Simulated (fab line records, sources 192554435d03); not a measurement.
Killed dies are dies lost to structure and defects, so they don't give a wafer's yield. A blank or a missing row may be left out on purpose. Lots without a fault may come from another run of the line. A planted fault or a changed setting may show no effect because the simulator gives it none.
Tool commonality check | flow n5_finfet | 9 lots, 26 wafers sampled

WHY IT WAS OPENED
At N5_BEOL_M4_RC_MEAS_101 the reading IOFF_P_LONG is flagged on 3 of 9 lots. Wafers without a fault read 0.000104 nA/um, standard deviation 8.9e-06.
Rule: a lot is flagged when every wafer of it that has a number lies more than 4 standard deviations from that mean, or none has a number. The other lots count as sound.

lot  | measured     | on        | IOFF_P_LONG (nA/um), wafer by wafer | flag
L427 | day 9 18:07  | prober-01 | 0.000118 0.000115                   |
L428 | day 9 22:37  | prober-02 | 0.000103 0.000106 0.000104          |
L432 | day 11 00:58 | prober-01 | 0.00011 0.000105 0.000109           |
L441 | day 12 19:56 | prober-02 | 0.021515 0.02085 0.021302           | FLAGGED
L440 | day 12 21:11 | prober-01 | 0.017112 0.01664 0.016963           | FLAGGED
L442 | day 13 00:13 | prober-02 | 0.021583 0.021321 0.021537          | FLAGGED
L443 | day 13 15:59 | prober-02 | 0.000104 0.000101 9.9e-05           |
L444 | day 14 00:02 | prober-02 | 0.000119 0.00012 0.000115           |
L445 | day 14 01:47 | prober-01 | 9.7e-05 9.8e-05 0.000102            |
The numbers of the flagged lots are 0.019869 nA/um on average: +0.019765 nA/um against the usual, or +99 or more standard deviations.

WHICH TOOL RAN EACH LOT
The record holds 4 process steps before the reading, out of a route of 1938 steps. In each cell: the tool, then ch and the chambers that the sampled wafers went through, then the start.
lot  | flag    | N5_SDB_ETCH_18                    | N5_SDB_CUT_ETCH_26               | N5_HKMG_FIN_ALD_74               | N5_HKMG_FIN_ALD_75
L427 |         | rie_diel-02 ch 1,3, day 4 22:24   | rie_si-06 ch 0,1, day 4 23:00    | ald_hk-03 ch 2, day 5 03:17      | ald_hk-03 ch 2, day 5 03:22
L428 |         | rie_diel-03 ch 1,2,3, day 5 09:59 | rie_si-02 ch 0,2, day 5 12:08    | ald_hk-03 ch 2,3, day 5 16:38    | ald_hk-03 ch 2,3, day 5 16:43
L432 |         | rie_diel-03 ch 0,1,3, day 6 01:34 | rie_si-02 ch 0,3, day 6 02:41    | ald_hk-02 ch 1,2,3, day 6 07:17  | ald_hk-02 ch 1,2,3, day 6 07:22
L441 | FLAGGED | rie_diel-06 ch 0,1,2, day 8 05:29 | rie_si-04 ch 0,1,2, day 8 07:02  | ald_hk-03 ch 0,1,3, day 8 11:29  | ald_hk-03 ch 0,1,3, day 8 11:34
L440 | FLAGGED | rie_diel-02 ch 0,1,3, day 8 07:05 | rie_si-06 ch 0,1,2, day 8 07:42  | ald_hk-02 ch 0,1,2, day 8 11:55  | ald_hk-02 ch 0,1,2, day 8 12:00
L442 | FLAGGED | rie_diel-06 ch 1,2,3, day 8 13:25 | rie_si-06 ch 0,1, day 8 13:58    | ald_hk-03 ch 0,2,3, day 8 18:11  | ald_hk-03 ch 0,2,3, day 8 18:16
L443 |         | rie_diel-02 ch 1,2, day 8 23:03   | rie_si-06 ch 0,2, day 8 23:35    | ald_hk-01 ch 1,2, day 9 04:07    | ald_hk-01 ch 1,2, day 9 04:11
L444 |         | rie_diel-02 ch 0,1,3, day 9 08:32 | rie_si-02 ch 0,1,3, day 9 09:04  | ald_hk-03 ch 0,1,2, day 9 14:10  | ald_hk-03 ch 0,1,2, day 9 14:14
L445 |         | rie_diel-06 ch 0,2,3, day 9 23:44 | rie_si-04 ch 0,1,3, day 10 00:34 | ald_hk-03 ch 0,2,3, day 10 04:49 | ald_hk-03 ch 0,2,3, day 10 04:54
What these steps do:
- N5_SDB_ETCH_18: etches SOC in N2/H2, target depth 100 nm, overetch 20 nm, time 150 s.
- N5_SDB_CUT_ETCH_26: etches Si in HBr/Cl2/O2, target depth 129.6 nm, bt time 20 s, time 51.8 s.
- N5_HKMG_FIN_ALD_74: deposits La2O3, target thk 0.5 nm, pulse time 6 s, co reactant pulse time 1 s.
- N5_HKMG_FIN_ALD_75: deposits Al2O3, target thk 1 nm, co reactant pulse time 1 s.
- N5_BEOL_M4_RC_MEAS_101

FLAGGED OVER TOTAL, TOOL BY TOOL (the gauges that took the reading come last)
step                   | tool        | lots run | flagged | share of the flagged lots | sound lots run after its first flagged lot
N5_SDB_ETCH_18         | rie_diel-02 | 4        | 1       | some                      | 2 (L443,L444)
N5_SDB_ETCH_18         | rie_diel-03 | 2        | 0       | none                      | -
N5_SDB_ETCH_18         | rie_diel-06 | 3        | 2       | some                      | 1 (L445)
N5_SDB_CUT_ETCH_26     | rie_si-02   | 3        | 0       | none                      | -
N5_SDB_CUT_ETCH_26     | rie_si-04   | 2        | 1       | some                      | 1 (L445)
N5_SDB_CUT_ETCH_26     | rie_si-06   | 4        | 2       | some                      | 1 (L443)
N5_HKMG_FIN_ALD_74     | ald_hk-01   | 1        | 0       | none                      | -
N5_HKMG_FIN_ALD_74     | ald_hk-02   | 2        | 1       | some                      | 0
N5_HKMG_FIN_ALD_74     | ald_hk-03   | 6        | 2       | some                      | 2 (L444,L445)
N5_HKMG_FIN_ALD_75     | ald_hk-01   | 1        | 0       | none                      | -
N5_HKMG_FIN_ALD_75     | ald_hk-02   | 2        | 1       | some                      | 0
N5_HKMG_FIN_ALD_75     | ald_hk-03   | 6        | 2       | some                      | 2 (L444,L445)
N5_BEOL_M4_RC_MEAS_101 | prober-01   | 4        | 1       | some                      | 1 (L445)
N5_BEOL_M4_RC_MEAS_101 | prober-02   | 5        | 2       | some                      | 2 (L443,L444)

WHAT THE TABLE ALLOWS
No row of the table ran every flagged lot.

WHAT THE SIMULATOR HAD PUT IN
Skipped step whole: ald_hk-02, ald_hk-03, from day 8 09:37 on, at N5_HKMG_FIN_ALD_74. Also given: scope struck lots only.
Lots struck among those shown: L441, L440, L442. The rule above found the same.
